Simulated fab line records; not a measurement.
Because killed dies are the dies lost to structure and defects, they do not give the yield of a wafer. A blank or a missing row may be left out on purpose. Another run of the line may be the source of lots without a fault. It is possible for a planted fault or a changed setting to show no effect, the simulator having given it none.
Matching of chambers ; flow n5-finfet ; cvd-co-01 running N5_BEOL_M5_CO_CAP_78: 3 sister chambers
The step material Co, precursor CCTBA/H2, target thk 2 nm, time 102.1 s. 6 wafers are shown with their chamber, then 12 later ones without.

## WAFERS WITH THEIR CHAMBER
wafer;chamber;heater-power-w (W);susceptor-temp-C (C)
L091.1;2;224;200.21
L091.5;2;219;200.14
L091.6;0;251;199.77
L092.2;1;231;199.99
L092.4;0;244;199.95
L092.6;1;235;199.92

## WAFERS WITHOUT THEIR CHAMBER
wafer;heater-power-w (W);susceptor-temp-C (C)
L093.2;226;200.19
L093.3;236;200.08
L093.6;230;200.15
L097.1;228;200.18
L097.2;250;199.80
L097.3;234;199.92
L097.4;233;200.09
L097.5;245;199.84
L097.6;220;200.02
L096.1;247;199.55
L096.3;236;199.98
L096.5;226;199.92

## CHAMBER TAKEN BY EACH
wafer;from the rows above;in truth
L093.2;2;2
L093.3;1;1
L093.6;can't be placed: 2 or 1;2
L097.1;can't be placed: 2 or 1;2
L097.2;0;0
L097.3;1;1
L097.4;can't be placed: 1 or 2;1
L097.5;0;0
L097.6;can't be placed: 2 or 1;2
L096.1;0;0
L096.3;1;1
L096.5;can't be placed: 1 or 2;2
7 of 12 placed correctly. Can't be placed from these rows: 5 (the true chamber is among the candidates in 5). 0 placed wrongly.
How it was worked out, from the rows above alone: a wafer's distance from a chamber is the root of the sum, over the readings, of the square of ((its reading less the chamber's mean) divided by the reading's scatter). If the next closest chamber is less than 2 further off than the closest, the wafer can't be placed; otherwise it belongs to the closest. A chamber's mean is the mean of its shown wafers. The scatter is the square root of a quotient: the sum, over the shown wafers, of each reading's squared deviation from its chamber's mean, divided by wafers minus chambers.
